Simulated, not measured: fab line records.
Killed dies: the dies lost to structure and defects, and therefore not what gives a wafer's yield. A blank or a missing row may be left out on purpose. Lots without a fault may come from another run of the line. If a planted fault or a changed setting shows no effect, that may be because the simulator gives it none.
Which of the tools did it? -- flow n5Finfet -- 10 lots with 30 wafers sampled at 6 steps, on a route of 1938 steps

== WHAT EACH GAUGE READ, for each wafer ==
N5_BEOL_M4_RC_MEAS_101.
lot,measured,on,DIBL_N (mV/V),DIBL_P (mV/V),IOFF_N (nA/um),IOFF_P (nA/um),ION_N (uA/um),ION_P (uA/um),SS_N (mV/dec),SS_P (mV/dec),VT_N (mV),VT_P (mV)
L751,day 9 13:01,prober-01,33.9 35.4 35.7,34.2 35.7 36.5,0.12 0.16 0.17,0.17 0.19 0.21,659 677 694,451 457 467,71.3 71.1 70.8,73.7 73.4 73.6,252 250 246,-257 -253 -252
L759,day 11 00:42,prober-01,38.1 38.7 37.8,37.4 40.3 39.1,0.20 0.22 0.19,0.21 0.26 0.23,667 690 677,455 466 459,72.1 71.9 71.7,73.1 74.4 73.5,250 244 248,-252 -246 -252
L760,day 11 21:04,prober-02,40.6 37.0 39.7,41.8 38.9 41.3,0.22 0.14 0.20,0.27 0.20 0.24,697 661 671,467 457 457,72.3 71.7 72.9,74.2 73.3 74.5,246 254 247,-247 -249 -249
L761,day 12 00:44,prober-02,34.0 36.6 33.7,32.1 35.7 32.3,0.13 0.18 0.12,0.18 0.24 0.18,666 673 665,458 470 460,71.1 72.5 70.4,72.2 73.2 72.5,253 246 253,-250 -246 -248
L764,day 12 06:52,prober-01,37.0 35.4 37.6,37.3 34.3 37.9,0.17 0.15 0.19,0.23 0.19 0.25,671 675 684,464 463 467,72.0 71.1 72.0,73.7 72.8 73.7,249 248 248,-248 -253 -249
L768,day 13 14:39,prober-01,36.3 32.1 32.0,34.9 30.5 30.6,0.13 0.09 0.09,0.19 0.14 0.14,659 651 647,452 450 452,71.5 69.7 69.8,73.4 72.0 71.9,252 258 259,-250 -256 -254
L769,day 13 16:46,prober-01,40.9 38.3 38.9,41.1 37.2 38.2,0.26 0.18 0.20,0.30 0.23 0.24,700 689 691,476 466 462,72.6 71.8 71.8,75.2 73.6 74.7,243 249 249,-247 -251 -249
L770,day 14 10:02,prober-02,35.0 33.6 33.6,35.2 33.7 34.3,0.14 0.11 0.12,0.18 0.16 0.16,658 645 649,455 447 451,70.9 70.1 70.0,72.9 71.8 71.6,252 254 255,-250 -254 -253
L772,day 14 21:56,prober-02,36.0 39.7 38.7,34.2 38.0 37.5,0.14 0.20 0.18,0.21 0.28 0.26,677 687 677,467 476 471,71.6 71.6 71.9,73.0 73.2 73.5,251 247 247,-244 -243 -245
L774,day 15 05:06,prober-01,36.0 37.5 36.2,35.5 37.4 36.2,0.14 0.18 0.16,0.20 0.24 0.21,676 682 678,466 473 466,70.8 71.7 71.3,73.0 73.2 73.0,251 249 250,-249 -247 -248

N5_BEOL_M7_OCD_MEAS_38.
lot,measured,on,trenchDepthNm (nm)
L751,day 10 18:27,ocd-01,92.7 96.6 95.0
L759,day 12 07:13,ocd-01,93.2 91.1 91.1
L760,day 12 22:56,ocd-01,93.9 92.4 91.3
L761,day 13 04:17,ocd-02,96.3 94.7 94.1
L764,day 13 14:07,ocd-01,94.2 94.4 95.5
L768,day 14 19:31,ocd-02,91.9 93.0 94.4
L769,day 15 01:40,ocd-01,94.7 91.9 91.5
L770,day 15 09:47,ocd-01,93.2 92.9 94.0
L772,day 16 01:27,ocd-02,94.7 91.8 91.3
L774,day 16 07:07,ocd-02,93.3 93.2 91.4

N5_BEOL_M7_CD_MEAS_35: target cd 40 nm.
lot,measured,on,cdNm (nm)
L751,day 10 18:37,cdSem-03,40.1 40.3 40.0
L759,day 12 07:23,cdSem-02,40.1 40.8 39.6
L760,day 12 23:05,cdSem-01,39.4 39.2 39.0
L761,day 13 04:26,cdSem-01,41.2 40.3 40.5
L764,day 13 14:17,cdSem-03,40.7 40.2 40.3
L768,day 14 19:41,cdSem-01,38.9 39.9 39.4
L769,day 15 01:56,cdSem-01,40.1 40.0 40.1
L770,day 15 09:56,cdSem-03,39.5 39.5 39.2
L772,day 16 01:37,cdSem-02,40.2 40.5 40.2
L774,day 16 07:16,cdSem-03,40.2 40.7 38.9

N5_BEOL_M8_OCD_MEAS_38.
lot,measured,on,trenchDepthNm (nm)
L751,day 11 00:36,ocd-02,93.5 91.3 93.5
L759,day 12 14:49,ocd-01,- - -
L760,day 13 07:34,ocd-01,- - -
L761,day 13 10:36,ocd-02,- - -
L764,day 14 00:12,ocd-02,92.7 94.0 93.1
L768,day 15 04:10,ocd-02,91.5 93.0 92.6
L769,day 15 09:40,ocd-02,92.1 95.7 92.2
L770,day 15 20:04,ocd-02,94.5 93.9 92.3
L772,day 16 08:20,ocd-02,93.7 92.2 95.6
L774,day 16 14:52,ocd-02,94.2 93.9 95.1

== WHICH TOOL RAN EACH LOT (tool, then ch and the chambers of the sampled wafers, then the start) ==
lot,N5_BEOL_M7_CMP_52,N5_BEOL_M8_ILD_DEP_00
L751,"cmp-04 ch 0,1,2, day 10 20:39","pecvd-01 ch 0,1, day 10 21:06"
L759,"cmp-02 ch 0,3, day 12 10:02","pecvd-04 ch 0,2, day 12 10:29"
L760,"cmp-04 ch 1,2,3, day 13 01:08","pecvd-04 ch 0,1,2, day 13 01:38"
L761,"cmp-04 ch 1,3, day 13 06:04","pecvd-04 ch 1,2, day 13 06:33"
L764,"cmp-02 ch 1,2,3, day 13 16:00","pecvd-04 ch 0,1, day 13 16:25"
L768,"cmp-04 ch 1,2,3, day 14 22:05","pecvd-04 ch 0,1, day 14 22:32"
L769,"cmp-01 ch 0,2,3, day 15 05:14","pecvd-04 ch 0,1,2, day 15 05:41"
L770,"cmp-01 ch 0,2,3, day 15 12:08","pecvd-04 ch 0,2, day 15 12:33"
L772,"cmp-02 ch 0,2, day 16 03:42","pecvd-04 ch 0,1, day 16 04:11"
L774,"cmp-04 ch 0,2,3, day 16 10:23","pecvd-04 ch 0,2, day 16 10:52"
- N5_BEOL_M7_CMP_52: polishes, stops on SiCOH lowk, t overpolish 6.9 s, target thk 80 nm.
- N5_BEOL_M8_ILD_DEP_00: deposits SiCOH lowk from DEMS/porogen, target thk 179.75 nm, time 33.4 s.

== WHAT THE TOOLS THEMSELVES READ (means of the sampled wafers that have a number; where no wafer has one, the mark that the record gives instead) ==
N5_BEOL_M7_CMP_52.
lot,tool,barrierFieldEndpointS (s),motorCurrentA (A),overpolishRunS (s),timeToEndpointS (s)
L751,cmp-04,29.1,6.4,6.898,62
L759,cmp-02,29.0,5.3,6.895,64
L760,cmp-04,27.6,6.0,6.891,59
L761,cmp-04,28.4,5.9,6.899,59
L764,cmp-02,29.5,5.7,6.897,66
L768,cmp-04,28.7,5.9,6.897,60
L769,cmp-01,28.4,6.1,6.896,60
L770,cmp-01,29.2,6.2,6.901,61
L772,cmp-02,28.0,5.2,6.896,59
L774,cmp-04,28.4,6.2,6.897,61

N5_BEOL_M8_ILD_DEP_00.
lot,tool,chamberPressureTorr (Torr),heaterPowerOuterW (W),heaterPowerW (W),showerheadPlenumPTorr (Torr),throttleValvePct (%)
L751,pecvd-01,5.002,114,265,5.762,13.6
L759,pecvd-04,-,-,-,-,-
L760,pecvd-04,-,-,-,-,-
L761,pecvd-04,-,-,-,-,-
L764,pecvd-04,4.999,148,299,5.724,14.1
L768,pecvd-04,4.988,151,299,5.732,13.8
L769,pecvd-04,5.010,118,254,5.742,13.8
L770,pecvd-04,4.981,171,324,5.744,13.2
L772,pecvd-04,5.007,126,276,5.715,14.1
L774,pecvd-04,5.001,125,271,5.747,13.4

== THE ANSWER, worked out from the rows above alone ==
Rule: the lots themselves supply what counts as usual. The widest of any qualifying gaps counts: lots, ordered by their means at a reading, are off when they make up no more than a third of the lots, leave a main group of 4 or more, and stand apart from it by 3 or more times the standard deviation of that group's means. The tables above print the reading to a certain number of digits; a main group whose means all agree to those digits is not used. Also off: a lot with no number at a reading for which 4 or more lots have one. Where the step has rows for the other lots, those lots are counted as sound. The gauges are gone through in route order, then the tools' own readings, and for those a lot's mean is taken as printed above. The first step at which some lot is off is used, and at that step the reading that is off furthest; a lot without a number counts as furthest.
Off, at N5_BEOL_M8_OCD_MEAS_38 on trenchDepthNm: L759, L760, L761. Without a number there: L759, L760, L761. For the main group the mean is 93.4 nm and the standard deviation 0.62.
A tool fits if, at a process step before that reading, it ran every lot that is off, and no sound lot after the first of them. The gauges at N5_BEOL_M8_OCD_MEAS_38 aren't tried: what is off there is off at N5_BEOL_M8_ILD_DEP_00 too, on other tools, and a gauge's error can't cause that. None of those tried fits.

== WHAT WAS PUT IN BY THE SIMULATOR ==
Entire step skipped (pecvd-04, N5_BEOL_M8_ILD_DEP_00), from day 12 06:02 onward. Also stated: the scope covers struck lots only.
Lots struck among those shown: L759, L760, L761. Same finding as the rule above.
